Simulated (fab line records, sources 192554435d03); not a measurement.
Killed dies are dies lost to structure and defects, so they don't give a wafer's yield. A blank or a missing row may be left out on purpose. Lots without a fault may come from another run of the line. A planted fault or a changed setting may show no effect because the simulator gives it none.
Chamber matching | flow n5_finfet | N5_BEOL_M11_DESCUM_16 on rie_diel-01: 3 sister chambers
The step chemistry O2, time 7.9 s. 3 wafers are shown with their chamber, then 6 later ones without.

WAFERS WITH THEIR CHAMBER
wafer  | chamber | showerhead_plenum_p_Torr (Torr)
L088.5 | 3       | 2.08
L089.1 | 1       | 2.23
L089.2 | 0       | 2.10

WAFERS WITHOUT THEIR CHAMBER
wafer  | showerhead_plenum_p_Torr (Torr)
L089.6 | 2.23
L092.1 | 2.09
L092.2 | 2.08
L092.5 | 2.09
L097.1 | 2.22
L097.5 | 2.07

WHICH CHAMBER EACH WENT THROUGH
wafer  | from the rows above     | in truth
L089.6 | 1                       | 1
L092.1 | can't be placed: 3 or 0 | 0
L092.2 | 3                       | 3
L092.5 | can't be placed: 3 or 0 | 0
L097.1 | 1                       | 1
L097.5 | 3                       | 3
Placed correctly: 4 of 6. Can't be placed from these rows: 2 (the true chamber is among the candidates in 2). Placed wrongly: 0.
How it was worked out, from the rows above alone: a wafer's distance from a chamber is the root of the sum, over the readings, of the square of ((its reading less the chamber's mean) divided by the reading's scatter). The wafer belongs to the nearest chamber; if the next one is less than 2 further off, it can't be placed. A chamber's mean is the mean of its shown wafers. The scatter: with one shown wafer a chamber, the root of the mean of the squares of how far each hidden wafer lies from its nearest shown one.
